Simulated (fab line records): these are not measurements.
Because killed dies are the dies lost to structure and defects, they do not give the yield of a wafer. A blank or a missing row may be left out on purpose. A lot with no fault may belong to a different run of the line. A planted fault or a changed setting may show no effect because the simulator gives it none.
Matching of chambers + flow nandHarc + NHARC_A_STAIRCASE_ETCHBACK_157 on rieDiel-08: 4 sister chambers
The step etches the open film in CH3F/O2, target depth 90 nm, time 167.14 s. 24 wafers are shown with their chamber, then 12 later ones without.

## WAFERS, EACH WITH ITS CHAMBER
| wafer  | chamber | showerheadPlenumPTorr (Torr) | drypumpMotorCurrentA (A) | rfVppV (V) |
|--------|---------|------------------------------|--------------------------|------------|
| L075.3 | 3       | 2.31                         | 5.6                      | 242.8      |
| L075.4 | 0       | 2.31                         | 5.7                      | 241.8      |
| L075.6 | 3       | 2.31                         | 5.5                      | 240.9      |
| L076.1 | 2       | 2.35                         | 6.0                      | 242.8      |
| L076.5 | 2       | 2.35                         | 6.0                      | 242.4      |
| L076.6 | 1       | 2.42                         | 5.5                      | 245.7      |
| L079.1 | 3       | 2.31                         | 5.5                      | 242.9      |
| L079.2 | 0       | 2.31                         | 5.7                      | 241.4      |
| L079.6 | 2       | 2.35                         | 6.0                      | 242.4      |
| L078.1 | 3       | 2.31                         | 5.5                      | 241.8      |
| L078.2 | 1       | 2.42                         | 5.5                      | 243.4      |
| L078.4 | 2       | 2.35                         | 6.0                      | 242.1      |
| L081.1 | 3       | 2.31                         | 5.6                      | 243.3      |
| L081.2 | 0       | 2.31                         | 5.8                      | 242.2      |
| L081.6 | 3       | 2.31                         | 5.5                      | 242.6      |
| L083.1 | 1       | 2.42                         | 5.5                      | 243.7      |
| L083.3 | 0       | 2.30                         | 5.7                      | 242.5      |
| L083.6 | 1       | 2.42                         | 5.5                      | 243.1      |
| L088.2 | 0       | 2.30                         | 5.8                      | 242.9      |
| L088.3 | 1       | 2.42                         | 5.5                      | 243.2      |
| L088.6 | 2       | 2.34                         | 6.0                      | 242.7      |
| L087.1 | 2       | 2.34                         | 6.0                      | 242.6      |
| L087.3 | 3       | 2.30                         | 5.6                      | 241.3      |
| L087.4 | 1       | 2.42                         | 5.5                      | 243.9      |

SIGNATURES (averages over the wafers above)
| reading               | chamber 0 | chamber 1 | chamber 2 | chamber 3 | scatter within a chamber |
|-----------------------|-----------|-----------|-----------|-----------|--------------------------|
| showerheadPlenumPTorr | 2.3060    | 2.4200    | 2.3467    | 2.3086    | 0.00412                  |
| drypumpMotorCurrentA  | 5.740     | 5.500     | 6.000     | 5.543     | 0.0382                   |
| rfVppV                | 242.160   | 243.833   | 242.500   | 242.229   | 0.748                    |
Rule: distance of a wafer from a chamber = root of the sum over the readings of ((wafer's reading minus chamber's mean) / reading's scatter) squared. If the next closest chamber is less than 2 further off than the closest, the wafer can't be placed; otherwise it belongs to the closest. How the scatter is found: for the shown wafers, subtract from each reading the mean of its chamber, square and add these, divide the total by (wafers less chambers), then take the root.

## WAFERS WHOSE CHAMBER IS MISSING
| wafer  | showerheadPlenumPTorr (Torr) | drypumpMotorCurrentA (A) | rfVppV (V) |
|--------|------------------------------|--------------------------|------------|
| L089.1 | 2.34                         | 5.9                      | 241.5      |
| L089.5 | 2.30                         | 5.8                      | 241.1      |
| L089.6 | 2.30                         | 5.5                      | 242.0      |
| L092.4 | 2.41                         | 5.5                      | 244.3      |
| L092.5 | 2.30                         | 5.7                      | 241.2      |
| L092.6 | 2.29                         | 5.5                      | 243.6      |
| L095.1 | 2.29                         | 5.8                      | 241.9      |
| L095.2 | 2.29                         | 5.5                      | 242.3      |
| L095.4 | 2.33                         | 6.0                      | 243.8      |
| L096.3 | 2.33                         | 6.0                      | 244.2      |
| L096.4 | 2.41                         | 5.5                      | 244.3      |
| L096.6 | 2.33                         | 6.0                      | 244.0      |

## THE CHAMBER EACH PASSED THROUGH
| wafer  | from the rows above | in truth |
|--------|---------------------|----------|
| L089.1 | 2                   | 2        |
| L089.5 | 0                   | 0        |
| L089.6 | 3                   | 3        |
| L092.4 | 1                   | 1        |
| L092.5 | 0                   | 0        |
| L092.6 | 3                   | 3        |
| L095.1 | 0                   | 0        |
| L095.2 | 3                   | 3        |
| L095.4 | 2                   | 2        |
| L096.3 | 2                   | 2        |
| L096.4 | 1                   | 1        |
| L096.6 | 2                   | 2        |
Correct placement for 12 of the 12. Number that these rows cannot place: 0. Number placed wrongly: 0.
